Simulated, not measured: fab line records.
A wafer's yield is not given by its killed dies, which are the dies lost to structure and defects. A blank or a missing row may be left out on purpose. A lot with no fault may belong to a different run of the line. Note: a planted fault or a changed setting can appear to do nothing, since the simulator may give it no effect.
Matching of chambers | flow n5Finfet | 4 sister chambers for N5_HKMG_FIN_ETCH_32 on rieDiel-01
The step etches SOC in N2/H2, target depth 240 nm, time 300 s. 18 wafers are shown with their chamber, then 9 later ones without.

== EACH WAFER AND ITS CHAMBER ==
wafer  | chamber | drypumpMotorCurrentA (A) | showerheadPlenumPTorr (Torr) | throttleValvePct (%)
L074.4 | 0       | 5.0                      | 2.52                         | 17.77
L074.5 | 3       | 4.9                      | 2.72                         | 17.55
L074.6 | 1       | 5.3                      | 2.51                         | 17.99
L083.1 | 2       | 6.4                      | 2.72                         | 17.76
L083.5 | 0       | 4.9                      | 2.51                         | 17.82
L083.6 | 1       | 5.3                      | 2.51                         | 18.03
L085.1 | 0       | 4.9                      | 2.51                         | 17.81
L085.2 | 1       | 5.3                      | 2.51                         | 18.03
L085.6 | 3       | 4.9                      | 2.71                         | 17.61
L087.3 | 2       | 6.4                      | 2.71                         | 17.79
L087.5 | 3       | 4.9                      | 2.70                         | 17.61
L087.6 | 2       | 6.4                      | 2.71                         | 17.79
L090.2 | 2       | 6.4                      | 2.71                         | 17.81
L090.3 | 3       | 4.9                      | 2.70                         | 17.63
L090.4 | 0       | 4.9                      | 2.50                         | 17.84
L093.1 | 1       | 5.3                      | 2.50                         | 18.07
L093.4 | 0       | 5.0                      | 2.50                         | 17.86
L093.5 | 2       | 6.4                      | 2.71                         | 17.81

SIGNATURES (means of the wafers above)
reading               | chamber 0 | chamber 1 | chamber 2 | chamber 3 | scatter within a chamber
drypumpMotorCurrentA  | 4.940     | 5.300     | 6.400     | 4.900     | 0.0293
showerheadPlenumPTorr | 2.5080    | 2.5075    | 2.7120    | 2.7075    | 0.00712
throttleValvePct      | 17.8200   | 18.0300   | 17.7920   | 17.6000   | 0.0306
Rule: for a wafer and a chamber, the distance is found by dividing, reading by reading, the gap between the wafer's reading and the chamber's mean by the reading's scatter, squaring, summing and taking the root. The wafer belongs to the nearest chamber; if the next one is less than 2 further off, it can't be placed. The scatter: take each reading less its chamber's mean, square it, sum over the shown wafers, divide by the number of wafers less the number of chambers, and take the root.

== WAFERS WHOSE CHAMBER IS MISSING ==
wafer  | drypumpMotorCurrentA (A) | showerheadPlenumPTorr (Torr) | throttleValvePct (%)
L094.1 | 4.9                      | 2.70                         | 17.65
L094.5 | 6.4                      | 2.71                         | 17.81
L094.6 | 4.9                      | 2.50                         | 17.85
L096.1 | 6.4                      | 2.70                         | 17.82
L096.3 | 4.9                      | 2.50                         | 17.88
L096.5 | 4.9                      | 2.50                         | 17.88
L097.1 | 5.3                      | 2.50                         | 17.64
L097.2 | 4.9                      | 2.69                         | 17.65
L097.3 | 6.4                      | 2.70                         | 17.84

== THE CHAMBER EACH PASSED THROUGH ==
wafer  | from the rows above     | in truth
L094.1 | 3                       | 3
L094.5 | 2                       | 2
L094.6 | 0                       | 0
L096.1 | 2                       | 2
L096.3 | 0                       | 0
L096.5 | 0                       | 0
L097.1 | can't be placed: 1 or 0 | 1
L097.2 | 3                       | 3
L097.3 | 2                       | 2
Correctly placed: 8 of 9. Not placeable from these rows: 1 (in 1, the candidates include the true chamber). 0 placed wrongly.
